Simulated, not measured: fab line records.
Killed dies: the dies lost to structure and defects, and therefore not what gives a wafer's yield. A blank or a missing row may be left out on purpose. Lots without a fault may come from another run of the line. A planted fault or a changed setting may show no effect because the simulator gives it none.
Chamber matching :: flow nand_harc :: 4 sister chambers for NHARC_A_BONDPAD_CMP_29 on cmp-03
The step polishes SiCN, target thk 200 nm. 14 wafers are shown with their chamber, then 7 later ones without.

EACH WAFER AND ITS CHAMBER
wafer: L075.1
chamber: 2
motor_current_A (A): 11.0

wafer: L075.2
chamber: 1
motor_current_A (A): 13.9

wafer: L075.6
chamber: 3
motor_current_A (A): 11.1

wafer: L078.2
chamber: 3
motor_current_A (A): 10.6

wafer: L078.3
chamber: 2
motor_current_A (A): 12.5

wafer: L078.4
chamber: 1
motor_current_A (A): 13.1

wafer: L080.2
chamber: 0
motor_current_A (A): 10.3

wafer: L080.5
chamber: 1
motor_current_A (A): 13.7

wafer: L080.6
chamber: 2
motor_current_A (A): 12.2

wafer: L081.1
chamber: 2
motor_current_A (A): 11.8

wafer: L081.5
chamber: 3
motor_current_A (A): 10.8

wafer: L081.6
chamber: 2
motor_current_A (A): 12.1

wafer: L086.1
chamber: 0
motor_current_A (A): 10.3

wafer: L086.5
chamber: 0
motor_current_A (A): 11.0

SIGNATURES (averages over the wafers above)
reading: motor_current_A
chamber 0: 10.533
chamber 1: 13.567
chamber 2: 11.920
chamber 3: 10.833
scatter within a chamber: 0.459
Rule: a wafer lies at a distance from a chamber equal to the root of the sum of squares, over the readings, of (its reading less the chamber's mean, divided by the reading's scatter). The wafer belongs to the nearest chamber; if the next one is less than 2 further off, it can't be placed. How the scatter is found: for the shown wafers, subtract from each reading the mean of its chamber, square and add these, divide the total by (wafers less chambers), then take the root.

WAFERS WHOSE CHAMBER IS MISSING
wafer: L086.6
motor_current_A (A): 14.0

wafer: L090.1
motor_current_A (A): 11.5

wafer: L090.4
motor_current_A (A): 14.0

wafer: L090.5
motor_current_A (A): 11.8

wafer: L094.1
motor_current_A (A): 14.7

wafer: L094.4
motor_current_A (A): 10.9

wafer: L094.5
motor_current_A (A): 12.2

EACH ONE'S CHAMBER
wafer: L086.6
from the rows above: 1
in truth: 1

wafer: L090.1
from the rows above: can't be placed: 2 or 3 or 0
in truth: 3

wafer: L090.4
from the rows above: 1
in truth: 1

wafer: L090.5
from the rows above: can't be placed: 2 or 3
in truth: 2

wafer: L094.1
from the rows above: 1
in truth: 1

wafer: L094.4
from the rows above: can't be placed: 3 or 0
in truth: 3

wafer: L094.5
from the rows above: 2
in truth: 2
4 of 7 placed correctly. Can't be placed from these rows: 3 (the true chamber is among the candidates in 3). Placed wrongly: 0.
